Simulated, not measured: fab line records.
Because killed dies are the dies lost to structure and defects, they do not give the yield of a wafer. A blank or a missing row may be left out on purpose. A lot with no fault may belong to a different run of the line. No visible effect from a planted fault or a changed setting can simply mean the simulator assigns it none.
Chamber matching	flow n5-finfet	4 sister chambers for N5_BEOL_M15_CMP_49 on cmp-02
The step polishes, stops on SiO2, t overpolish 4.9 s, target thk 850 nm. 7 wafers are shown with their chamber, then 7 later ones without.

WAFERS PAIRED WITH THEIR CHAMBERS
wafer	chamber	motor-current-A (A)	overpolish-run-s (s)
L074.1	2	7.9	4.902
L080.2	1	8.5	4.916
L088.3	0	8.9	4.905
L088.4	3	8.8	4.894
L088.5	0	8.5	4.896
L089.1	1	8.6	4.912
L089.2	3	8.7	4.892

WAFERS WITHOUT THEIR CHAMBER
wafer	motor-current-A (A)	overpolish-run-s (s)
L089.6	8.6	4.895
L091.3	8.0	4.898
L091.4	8.8	4.892
L091.5	8.0	4.900
L092.1	8.1	4.914
L092.2	9.5	4.893
L092.5	8.0	4.876

WHICH CHAMBER EACH ONE RAN IN
wafer	from the rows above	in truth
L089.6	can't be placed: 3 or 0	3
L091.3	2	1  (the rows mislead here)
L091.4	can't be placed: 3 or 0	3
L091.5	2	2
L092.1	can't be placed: 1 or 2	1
L092.2	can't be placed: 3 or 0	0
L092.5	can't be placed: 3 or 2 or 0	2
Correctly placed: 1 of 7. Cannot be placed on the basis of these rows: 5; the candidates contain the true chamber in 5. Number placed wrongly: 1.
How it was worked out, from the rows above alone: a wafer's distance from a chamber is the root of the sum, over the readings, of the square of ((its reading less the chamber's mean) divided by the reading's scatter). The wafer belongs to the nearest chamber; if the next one is less than 2 further off, it can't be placed. A chamber's mean is the mean of its shown wafers. How the scatter is found: for the shown wafers, subtract from each reading the mean of its chamber, square and add these, divide the total by (wafers less chambers), then take the root.
